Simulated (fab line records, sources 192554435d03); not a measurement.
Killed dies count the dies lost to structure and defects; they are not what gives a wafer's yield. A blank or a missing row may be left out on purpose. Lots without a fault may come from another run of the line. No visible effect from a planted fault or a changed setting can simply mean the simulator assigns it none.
Split-lot experiment ; flow n5_finfet ; 21 wafers read across 7 lots, on a route 1938 steps long

== SPLIT DETAILS ==
At N5_BEOL_M0_SAQP_ETCH_107 (etches SiNx in CH3F/O2, target depth 30 nm), the setting bias_w was moved away from the recipe's 73 W on 10 of the 21 wafers read, by -6.8% to +17.7%. The other wafers ran this setting at the recipe's value.

The split's own step is where the reading is taken.

== THE READING ==
rf_vpp_V, in V, at N5_BEOL_M0_SAQP_ETCH_107 (etches SiNx in CH3F/O2, target depth 30 nm). Typical for fault-free wafers on this fab line: 296 V, with standard deviation 3.6 V.

wafer;tool, chamber at the split;bias_w as run, W;against the recipe;rf_vpp_V, V;against lot-mates on the recipe
L075.1;rie_diel-02, 3;73;recipe;299;-
L075.2;rie_diel-02, 2;73;recipe;295;-
L075.3;rie_diel-02, 1;85.89;+17.7%;335;+38
L077.1;rie_diel-06, 0;73;recipe;304;-
L077.2;rie_diel-06, 1;76.41;+4.7%;303;-1
L077.5;rie_diel-06, 0;76.41;+4.7%;314;+10
L085.1;rie_diel-01, 0;73;recipe;294;-
L085.3;rie_diel-01, 3;68.06;-6.8%;279;-15
L085.4;rie_diel-01, 2;68.06;-6.8%;280;-14
L088.2;rie_diel-02, 2;84.58;+15.9%;333;+38
L088.3;rie_diel-02, 1;84.58;+15.9%;330;+35
L088.6;rie_diel-02, 1;73;recipe;295;-
L091.2;rie_diel-06, 0;73;recipe;302;-
L091.3;rie_diel-06, 2;73;recipe;290;-
L091.6;rie_diel-06, 1;73;recipe;291;-
L092.1;rie_diel-02, 1;73;recipe;294;-
L092.3;rie_diel-02, 2;68.76;-5.8%;281;-13
L092.4;rie_diel-02, 3;68.76;-5.8%;285;-9
L097.2;rie_diel-02, 2;85.49;+17.1%;336;+40
L097.5;rie_diel-02, 0;73;recipe;300;-
L097.6;rie_diel-02, 1;73;recipe;293;-

FIT RESULTS
A straight line over all 21 wafers: rf_vpp_V changes by +2.28 V for each +1% of bias_w; r = +0.98; the points scatter about the line by 3.9 V.
The same after taking each lot's own level away (the mean of its wafers on the recipe; 21 wafers): +2.2 V for each +1%; r = +0.98; scatter 3.8 V.
Per that fit: largest bias_w move, reading shift of 39 V.
From 294.0 to 304.0 V: that is the span of the lots' own levels, equal to 2.8 times the standard deviation above.
The two slopes agree, so the slope changes little with the lot-to-lot level.
Check: with one of the wafers moved furthest among these (+17.7%) left out of the fit, the line predicts +38.8 V for it against its lot-mates. It came out at +38 V against them.
Tool readings at the split's step, against how far the setting was moved: rf_vpp_V r = +0.98.

== THESE WAFERS: OTHER SPLITS ==
Before the reading, these wafers also passed through other splits. Each is held against what the fit with the lots' levels taken away leaves over:
other split on the same wafers;wafers away from the commonest value;r with rf_vpp_V (lot level and that fit taken away)
N5_BEOL_M0_SAQP_SPACER1_ALD_98 ald_cycles;8;-0.18

== THE WHOLE CHAIN: every reading that the file lists as answering this split, in the file's order ==
step;what it does;reading;change (the file's fit);r (the file's)
N5_BEOL_M0_SAQP_ETCH_107;etches SiNx in CH3F/O2, target depth 30 nm;rf_vpp_V;+2.2 V for each +1% of the setting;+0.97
N5_BEOL_M0_SAQP_ETCH_107;etches SiNx in CH3F/O2, target depth 30 nm;BEOL_M0_SAQP.feature_depth_nm (the simulator's own value, which no gauge read);+0.0997 nm for each +1% of the setting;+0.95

== FILE'S OWN FIT ==
rf_vpp_V changes by +2.2 V for each +1% of bias_w, r = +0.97.
